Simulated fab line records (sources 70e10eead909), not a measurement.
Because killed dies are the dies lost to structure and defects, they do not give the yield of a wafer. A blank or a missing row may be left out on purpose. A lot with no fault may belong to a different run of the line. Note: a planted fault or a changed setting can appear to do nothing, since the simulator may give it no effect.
What tool caused it?    flow nand_harc    33 wafers from 11 lots sampled at 7 of the route's 1159 steps

## WHAT EACH GAUGE READ, for each wafer
NHARC_P_CONTACT_OVL_MEAS_13. Usual: overlay_x_nm 0.2 nm, standard deviation 0.83; overlay_y_nm 0.2 nm, standard deviation 0.98.
lot   measured      on          overlay_x_nm (nm)  overlay_y_nm (nm)  flag
L103  day 5 20:22   overlay-02  -1.0 -1.3 -0.6     1.9 2.0 2.3        
L105  day 6 03:24   overlay-01  -0.2 -0.2 -0.6     -0.4 -0.6 -0.1     
L106  day 6 23:44   overlay-02  -0.2 0.0 -0.3      -1.0 -0.8 -1.3     
L108  day 7 10:56   overlay-02  0.0 0.2 0.0        -1.3 -1.3 -1.0     
L109  day 7 13:12   overlay-01  1.0 0.9 0.4        -0.1 0.0 0.4       
L111  day 7 17:42   overlay-01  -1.1 -1.4 -1.2     -0.1 -0.8 -0.8     
L116  day 8 19:46   overlay-01  0.3 1.0 0.3        1.4 0.8 0.9        
L117  day 9 15:22   overlay-01  1.7 1.9 1.9        0.7 0.4 0.5        
L120  day 10 00:44  overlay-01  0.0 0.5 0.4        -0.5 -0.3 0.4      
L125  day 11 00:27  overlay-01  -0.2 -0.1 -0.3     -0.3 -0.4 -0.2     
L124  day 11 01:10  overlay-01  0.3 0.3 0.4        1.2 0.9 0.5        

NHARC_P_M0_CD_MEAS_09 targets a cd of 90 nm. Usual: cd_nm at 90.0 nm, with a standard deviation of 0.52.
lot   measured      on         cd_nm (nm)      flag
L103  day 6 06:04   cd_sem-01  89.8 89.9 90.1  
L105  day 6 07:43   cd_sem-03  90.6 90.4 90.0  
L106  day 7 03:50   cd_sem-03  89.8 90.3 89.5  
L108  day 7 16:11   cd_sem-02  90.3 90.2 90.6  
L109  day 7 21:02   cd_sem-03  90.0 89.2 90.8  
L111  day 8 03:49   cd_sem-01  89.6 89.4 89.3  
L116  day 9 03:07   cd_sem-01  - - -           OFF
L117  day 9 22:56   cd_sem-03  - - -           OFF
L120  day 10 07:01  cd_sem-01  89.6 90.2 90.0  
L125  day 11 05:32  cd_sem-01  89.8 90.9 89.7  
L124  day 11 05:41  cd_sem-03  89.0 89.7 89.8  

NHARC_P_M0_OVL_MEAS_10: pitch 180 nm. Usual: overlay_x_nm 0.1 nm, standard deviation 0.84; overlay_y_nm -0.1 nm, standard deviation 0.8.
lot   measured      on          overlay_x_nm (nm)  overlay_y_nm (nm)  flag
L103  day 6 06:10   overlay-01  0.5 0.8 0.9        -1.5 -1.9 -1.5     
L105  day 6 07:49   overlay-02  0.0 0.0 0.0        1.6 1.8 1.7        
L106  day 7 03:55   overlay-01  -1.7 -1.3 -1.7     -0.3 -0.4 -0.7     
L108  day 7 16:16   overlay-02  -0.1 0.0 -0.6      0.6 0.4 0.1        
L109  day 7 21:08   overlay-01  -1.0 -1.1 -0.8     0.1 0.1 0.6        
L111  day 8 03:54   overlay-01  -1.0 -0.7 -0.6     -1.4 -1.6 -1.2     
L116  day 9 03:13   overlay-02  - - -              - - -              OFF
L117  day 9 23:02   overlay-01  - - -              - - -              OFF
L120  day 10 07:07  overlay-01  -0.5 -0.8 -0.2     -0.1 -0.4 -0.1     
L125  day 11 05:38  overlay-01  1.0 0.5 0.5        -0.5 -0.7 -0.7     
L124  day 11 05:47  overlay-01  1.8 1.4 0.8        -0.5 -1.0 -0.6     

NHARC_END_SORT_01. Usual: defect_limited_yield 95.2 %, standard deviation 1.4; killed_at_array 28, standard deviation 8.9; killed_at_other 0.8, standard deviation 1.2; killed_at_periphery 3.3, standard deviation 2.3; killed_dies 32, standard deviation 9.4; killed_open 3.2, standard deviation 1.8; killed_short 1.9, standard deviation 1.4; sort_bin_2_pct 1.4 %, standard deviation 0.56; sort_bin_3_pct 0.26 %, standard deviation 0.21; sort_bin_4_pct 3.1 %, standard deviation 1; sort_n_pass 645, standard deviation 9.4; sort_rim_yield_pct 95.7 %, standard deviation 2.4; sort_yield_pct 95.2 %, standard deviation 1.4.
lot   measured      on         defect_limited_yield (%)  killed_at_array  killed_at_other  killed_at_periphery  killed_dies  killed_open  killed_short  sort_bin_2_pct (%)  sort_bin_3_pct (%)  sort_bin_4_pct (%)  sort_n_pass  sort_rim_yield_pct (%)  sort_yield_pct (%)  flag
L117  day 23 18:05  prober-02  0 0 0                     37 21 45         0 0 0            640 656 632          677 677 677  7 0 3        2 0 1         94.5 97.5 95.4      0.30 0.15 0.30      5.2 2.4 4.3         0 0 0        0 0 0                   0 0 0               OFF

## EACH LOT AND THE TOOL THAT RAN IT (in order: tool; ch and the chambers of the sampled wafers; start)
lot   NHARC_P_CONTACT_DESCUM_17           NHARC_P_M0_PEB_07                  NHARC_P_M0_ETCH_34
L103  rie_diel-06 ch 1,3, day 5 20:28     litho_track-06 ch 0, day 6 05:59   rie_diel-02 ch 1,2, day 6 06:20
L105  rie_diel-06 ch 1,2,3, day 6 03:30   litho_track-01 ch 0, day 6 07:38   rie_diel-02 ch 1,3, day 6 08:02
L106  rie_diel-09 ch 1,2, day 6 23:50     litho_track-06 ch 0, day 7 03:45   rie_diel-08 ch 1,2,3, day 7 04:07
L108  rie_diel-06 ch 0,2,3, day 7 11:03   litho_track-04 ch 0, day 7 16:06   rie_diel-11 ch 0,1,2, day 7 16:27
L109  rie_diel-09 ch 2,3, day 7 13:17     litho_track-01 ch 0, day 7 20:58   rie_diel-02 ch 0,1,3, day 7 21:19
L111  rie_diel-06 ch 1,2, day 7 17:49     litho_track-06 ch 0, day 8 03:44   rie_diel-02 ch 0,2, day 8 04:05
L116  rie_diel-06 ch 0,2,3, day 8 19:52   litho_track-06 ch 0, day 9 03:02   rie_diel-02 ch 1,2,3, day 9 03:23
L117  rie_diel-09 ch 0,2,3, day 9 15:28   litho_track-06 ch 0, day 9 22:50   rie_diel-11 ch 0,1,3, day 9 23:13
L120  rie_diel-09 ch 1,2,3, day 10 00:50  litho_track-04 ch 0, day 10 06:56  rie_diel-11 ch 1,2,3, day 10 07:17
L125  rie_diel-09 ch 1,3, day 11 00:34    litho_track-04 ch 0, day 11 05:28  rie_diel-08 ch 0,1, day 11 05:49
L124  rie_diel-05 ch 0,1,2, day 11 01:16  litho_track-01 ch 0, day 11 05:37  rie_diel-11 ch 2,3, day 11 05:58
- NHARC_P_CONTACT_DESCUM_17: chemistry O2, time 3 s.
- NHARC_P_M0_PEB_07: peb time 65 s.
- NHARC_P_M0_ETCH_34: etches the open film in N2/H2, target depth 40 nm, overetch 12 nm, time 43.94 s.

## WHAT THE TOOLS THEMSELVES READ (means of the sampled wafers that have a number; where no wafer has one, the mark that the record gives instead)
NHARC_P_CONTACT_DESCUM_17. Usual: drypump_motor_current_A 5.9 A, standard deviation 0.45; oes_product_au 0.998 a.u., standard deviation 0.0066; rf_vpp_V 57.8 V, standard deviation 0.95; showerhead_plenum_p_Torr 1.92 Torr, standard deviation 0.085; throttle_valve_pct 11.311 %, standard deviation 0.0094.
lot   tool         drypump_motor_current_A (A)  oes_product_au (a.u.)  rf_vpp_V (V)  showerhead_plenum_p_Torr (Torr)  throttle_valve_pct (%)  flag
L103  rie_diel-06  6.0                          1.002                  57.4          1.89                             11.314                  
L105  rie_diel-06  5.7                          1.001                  57.6          1.92                             11.312                  
L106  rie_diel-09  6.3                          0.997                  57.5          1.96                             11.307                  
L108  rie_diel-06  5.6                          0.995                  57.7          1.88                             11.313                  
L109  rie_diel-09  6.1                          0.993                  58.7          1.97                             11.307                  
L111  rie_diel-06  5.5                          0.999                  57.6          1.97                             11.309                  
L116  rie_diel-06  5.6                          0.994                  58.0          1.87                             11.317                  
L117  rie_diel-09  5.8                          1.001                  57.5          1.90                             11.314                  
L120  rie_diel-09  6.2                          0.994                  58.0          1.97                             11.316                  
L125  rie_diel-09  6.4                          1.003                  57.5          2.02                             11.312                  
L124  rie_diel-05  5.8                          0.996                  57.2          1.87                             11.309                  

NHARC_P_M0_PEB_07. Usual: chill_plate_temp_C 23.02 C, standard deviation 0.11; heater_power_total_W 156.6 W, standard deviation 0.41.
lot   tool            chill_plate_temp_C (C)  heater_power_total_W (W)  flag
L103  litho_track-06  23.08                   156.9                     
L105  litho_track-01  22.86                   156.5                     
L106  litho_track-06  23.05                   156.4                     
L108  litho_track-04  23.09                   156.7                     
L109  litho_track-01  23.07                   156.5                     
L111  litho_track-06  23.03                   156.4                     
L116  litho_track-06  23.06                   426.4                     OFF
L117  litho_track-06  23.08                   425.6                     OFF
L120  litho_track-04  23.02                   156.8                     
L125  litho_track-04  23.01                   156.4                     
L124  litho_track-01  22.98                   156.6                     

NHARC_P_M0_ETCH_34. Usual: drypump_motor_current_A 6.1 A, standard deviation 0.37; oes_product_au 1.001 a.u., standard deviation 0.0078; rf_vpp_V 431.6 V, standard deviation 2.7; showerhead_plenum_p_Torr 2.08 Torr, standard deviation 0.094; throttle_valve_pct 14.172 %, standard deviation 0.0096.
lot   tool         drypump_motor_current_A (A)  oes_product_au (a.u.)  rf_vpp_V (V)  showerhead_plenum_p_Torr (Torr)  throttle_valve_pct (%)  flag
L103  rie_diel-02  6.4                          0.999                  432.9         2.11                             14.176                  
L105  rie_diel-02  6.4                          0.996                  431.6         2.06                             14.173                  
L106  rie_diel-08  6.1                          0.996                  432.3         2.11                             14.171                  
L108  rie_diel-11  5.7                          0.999                  429.9         2.04                             14.174                  
L109  rie_diel-02  6.3                          1.004                  432.3         2.10                             14.174                  
L111  rie_diel-02  6.3                          1.003                  433.2         2.15                             14.168                  
L116  rie_diel-02  6.2                          1.004                  432.1         2.07                             14.169                  
L117  rie_diel-11  5.9                          0.997                  430.7         2.07                             14.173                  
L120  rie_diel-11  5.9                          1.002                  431.7         2.07                             14.171                  
L125  rie_diel-08  6.1                          0.997                  431.8         2.10                             14.170                  
L124  rie_diel-11  6.1                          1.011                  429.1         2.01                             14.170                  

## THE ANSWER, worked out from the rows above alone
Rule: take the mean of a lot's wafers that have a number; if it is more than 3 standard deviations from the usual mean, the lot is off. A lot without any number at a reading at which 4 lots or more have one is off too. Where the step has rows for the other lots, those lots are counted as sound. Order of review: gauges by route order, followed by the tools' own readings, for which a lot's mean as printed above is used. At the first step where some lot is off, the reading lying furthest off is the one used; lots without a number count as furthest.
Off at NHARC_P_M0_CD_MEAS_09 (cd_nm): L116, L117. Without a number there: L116, L117.
A tool fits if, at a process step before that reading, it ran every lot that is off, and no sound lot after the first of them. The gauges at NHARC_P_M0_CD_MEAS_09 aren't tried: what is off there is off at NHARC_P_M0_OVL_MEAS_10 too, on other tools, and a gauge's error can't cause that. One candidate fits, namely litho_track-06 at NHARC_P_M0_PEB_07. A fault onset in the window from L111 (day 8 03:44, its last sound lot) to L116 (day 9 03:02, its first lot off) fits.
The tool's own readings at NHARC_P_M0_PEB_07 bear it out: on the lots that are off they differ by more than 5 times the standard deviation of the sound lots' means. heater_power_total_W reads 426.0 W there against 156.6 W on the sound lots.

## WHAT HAD BEEN PUT IN BY THE SIMULATOR
Drift in process parameters on litho_track-06 at NHARC_P_M0_PEB_07, starting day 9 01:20. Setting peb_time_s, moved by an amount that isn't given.
Struck lots among those shown: L116, L117. The same result came from the rule above.
